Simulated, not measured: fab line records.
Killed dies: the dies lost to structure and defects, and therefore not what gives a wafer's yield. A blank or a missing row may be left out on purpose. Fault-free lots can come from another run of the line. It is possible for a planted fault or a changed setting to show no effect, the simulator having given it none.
A struck lot beside a sound one ; flow nand-harc ; 43 steps out of a route of 1159
Sound: these wafers, L912.2, L912.4, L912.5. Struck: wafers L917.2, L917.3, L917.5. The cause is given at the end.
At each step with rows: each side's tool, then ch and its chambers, then its first start. Under that, the readings that differ: sound wafers ; struck wafers ; difference of the means ; sigmas: that difference in standard deviations of wafers without a fault.
alike: readings with means less than 2 such deviations apart, plus words and numbers identical on both sides. not compared: withheld readings, readings lacking a value on some wafer, bounds such as >300 that could conceal the same value, and numbers that have no deviation in the record and whose values overlap.
Wherever a step has rows on one side only, a row that says differs or no value, or a row with sigmas, the two part there. Non-overlapping numbers with no deviation appear without sigmas and do not part them. A reading missing from all wafers of one side parts the sides only when that side holds two or more wafers.

first, 1 step without rows for these wafers: NHARC_A_CONTACT_ETCH_131 (etches the open film in C4F8/O2/Ar, time 155 s, target depth 956 nm).
NHARC_A_CONTACT_ETCH_132: etches the open film in C4F8/O2/Ar, time 156 s, target depth 958 nm.
  sound on har-cap-etch-02 ch 1, day 16 17:29; struck on har-cap-etch-02 ch 0, day 17 14:45
  not compared: rf-hours-counter-h
then, 3 steps without rows for these wafers: NHARC_A_CONTACT_ETCH_133 (etches the open film in C4F8/O2/Ar, time 195 s, target depth 840 nm); NHARC_A_CONTACT_ETCH_91 (etches the open film in CH3F/O2, target depth 40 nm, time 85.7 s); NHARC_A_CONTACT_ETCH_97 (etches the open film in C4F6/O2, target depth 20 nm, time 10 s).
NHARC_A_CONTACT_CD_MEAS_80:
  struck on cd-sem-03, day 17 15:41; sound on cd-sem-01, day 16 18:26
  alike: cd-nm
then, 4 steps without rows for these wafers: NHARC_A_CONTACT_STRIP_103 (strips in N2/H2); NHARC_A_CONTACT_STRIP_104 (strips in CF4/CHF3); NHARC_A_CONTACT_STRIP_105 (strips in O2/COS); NHARC_A_CONTACT_ETCH_106 (etches the open film in CF4/O2, target depth 60 nm, overetch 6 nm, time 33 s).
NHARC_A_CONTACT_STRIP_82: strips in O2.
  sound on rie-diel-11 ch 2,3; struck on rie-diel-07 ch 0,2,3
  alike: drypump-motor-current-A, oes-product-au, rf-vpp-V, showerhead-plenum-p-Torr, throttle-valve-pct
  not compared: rf-hours-counter-h
then, 1 step without rows for these wafers: NHARC_A_CONTACT_STRIP_83 (strips in post etch residue remover, time 600 s).
NHARC_A_CONTACT_DEP_84: deposits aC, target thk 2000 nm.
  sound on acl-dep-02 ch 0, day 16 19:47; struck on acl-dep-01 ch 0, day 17 16:49
  alike: throttle-valve-pct
then, 11 steps without rows for these wafers: NHARC_A_CONTACT_DEP_85 (deposits SiON, target thk 50 nm); NHARC_A_CONTACT_DEHYDRATE_00 (time 120 s); NHARC_A_CONTACT_HMDS_01 (time 30 s); NHARC_A_CONTACT_COAT_86 (time 75 s); NHARC_A_CONTACT_COAT_87 (time 65 s); NHARC_A_CONTACT_COAT_02 (resist thk 90 nm); NHARC_A_CONTACT_SOFTBAKE_03 (time 55 s); NHARC_A_CONTACT_EBR_04; NHARC_A_CONTACT_EXPOSE_05 (exposes mask A CC); NHARC_A_CONTACT_PEB_06 (peb time 65 s); NHARC_A_CONTACT_DEVELOP_07 (develop time 35 s).
NHARC_A_CONTACT_CD_MEAS_08 targets a cd of 100 nm.
  sound on cd-sem-01 ch 0, day 16 21:43; struck on cd-sem-02 ch 0, day 17 18:36
  alike: cd-nm
NHARC_A_CONTACT_OVL_MEAS_09:
  struck on overlay-02, day 17 18:41; sound on overlay-01, day 16 21:48
reading;sound;struck;difference;sigmas
overlay-x-nm (nm);0.8 0.8 0.4;-1.5 -1.3 -1.5;-2.1;-3
  alike: overlay-y-nm
NHARC_A_CONTACT_INSPECT_10:
  struck on defect-inspect-02, day 17 18:43; sound on defect-inspect-01, day 16 21:50
  alike: raw-defect-count
then, 6 steps without rows for these wafers: NHARC_A_CONTACT_DESCUM_13 (chemistry O2, time 3 s); NHARC_A_CONTACT_ETCH_88 (etches the open film in CF4, target depth 39 nm, time 65 s); NHARC_A_CONTACT_ETCH_89 (etches the open film in N2/H2, target depth 260 nm, time 475.3 s); NHARC_A_CONTACT_ETCH_30 (etches the open film in CF4/CHF3, target depth 60.5 nm, time 30.2 s); NHARC_A_CONTACT_ETCH_31 (etches the open film in O2/COS, target depth 2000 nm, time 520 s); NHARC_A_CONTACT_ETCH_134 (etches the open film in C4F8/O2/Ar, time 140 s, target depth 700 nm).
NHARC_A_CONTACT_ETCH_135: etches the open film in C4F8/O2/Ar, time 132 s, target depth 1287 nm.
  sound on har-cap-etch-01 ch 0,1, day 16 23:05; struck on har-cap-etch-01 ch 1, day 17 19:58
  not compared: rf-hours-counter-h
NHARC_A_CONTACT_ETCH_136: etches the open film in C4F8/O2/Ar, time 132 s, target depth 1287 nm.
  sound on har-cap-etch-01 ch 0,1, day 16 23:13; struck on har-cap-etch-01 ch 1, day 17 20:05
  not compared: rf-hours-counter-h
NHARC_A_CONTACT_ETCH_137: etches the open film in C4F8/O2/Ar, time 132 s, target depth 1287 nm.
  sound on har-cap-etch-01 ch 0,1, day 16 23:20; struck on har-cap-etch-01 ch 1, day 17 20:13
  not compared: rf-hours-counter-h
then, 4 steps without rows for these wafers: NHARC_A_CONTACT_ETCH_138 (etches the open film in C4F8/O2/Ar, time 132 s, target depth 1289 nm); NHARC_A_CONTACT_ETCH_139 (etches the open film in C4F8/O2/Ar, time 137 s, target depth 590 nm); NHARC_A_CONTACT_ETCH_92 (etches the open film in CH3F/O2, target depth 40 nm, time 85.7 s); NHARC_A_CONTACT_ETCH_98 (etches the open film in C4F6/O2, target depth 20 nm, time 10 s).
NHARC_A_CONTACT_CD_MEAS_15:
  struck on cd-sem-03, day 17 21:05; sound on cd-sem-01, day 17 00:13
  alike: cd-nm
then, 1 step without rows for these wafers: NHARC_A_CONTACT_STRIP_107 (strips in N2/H2).
-- record jumps: 3 days between struck wafers' starts before vs after; left off in module A_CONTACT, resumes in module END, first step shown is number 1159 of the route --
NHARC_END_SORT_01:
  the record has rows for the struck wafers here (prober-01 ch 0, day 21 08:48) and none for the sound ones

== WHERE THEY PART ==
Last at NHARC_END_SORT_01 as far as this record goes, first at NHARC_A_CONTACT_OVL_MEAS_09.

WHY: what the simulator had put in
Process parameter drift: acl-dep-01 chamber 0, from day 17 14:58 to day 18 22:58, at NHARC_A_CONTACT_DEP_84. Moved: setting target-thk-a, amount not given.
